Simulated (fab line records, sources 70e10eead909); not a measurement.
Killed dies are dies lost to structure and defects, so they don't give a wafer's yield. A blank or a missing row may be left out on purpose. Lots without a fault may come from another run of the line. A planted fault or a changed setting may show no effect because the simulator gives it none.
Chamber matching | flow nand_harc | NHARC_P_M2_ETCH_35 on rie_diel-01: 4 sister chambers
The step etches the open film in N2/H2, target depth 40 nm, overetch 12 nm, time 43.94 s. 8 wafers are shown with their chamber, then 8 later ones without.

WAFERS WITH THEIR CHAMBER
wafer  | chamber | showerhead_plenum_p_Torr (Torr) | drypump_motor_current_A (A)
L082.5 | 1       | 1.97                            | 6.3
L086.1 | 0       | 2.07                            | 6.0
L090.1 | 1       | 1.97                            | 6.3
L090.5 | 0       | 2.06                            | 6.0
L092.2 | 3       | 2.01                            | 5.9
L092.3 | 2       | 2.02                            | 5.6
L092.5 | 3       | 2.01                            | 5.9
L094.2 | 2       | 2.02                            | 5.5

WAFERS WITHOUT THEIR CHAMBER
wafer  | showerhead_plenum_p_Torr (Torr) | drypump_motor_current_A (A)
L094.5 | 2.06                            | 6.0
L094.6 | 2.01                            | 5.9
L095.3 | 1.96                            | 6.3
L095.5 | 2.02                            | 5.5
L095.6 | 2.01                            | 5.9
L097.3 | 1.96                            | 6.3
L097.5 | 2.01                            | 5.6
L097.6 | 1.96                            | 6.3

WHICH CHAMBER EACH WENT THROUGH
wafer  | from the rows above | in truth
L094.5 | 0                   | 0
L094.6 | 3                   | 3
L095.3 | 1                   | 1
L095.5 | 2                   | 2
L095.6 | 3                   | 3
L097.3 | 1                   | 1
L097.5 | 2                   | 2
L097.6 | 1                   | 1
Placed correctly: 8 of 8. Can't be placed from these rows: 0. Placed wrongly: 0.
How it was worked out, from the rows above alone: a wafer's distance from a chamber is the root of the sum, over the readings, of the square of ((its reading less the chamber's mean) divided by the reading's scatter). The wafer belongs to the nearest chamber; if the next one is less than 2 further off, it can't be placed. A chamber's mean is the mean of its shown wafers. The scatter: the root of (the sum of the squares of (reading less its chamber's mean) over the shown wafers, divided by (wafers less chambers)).
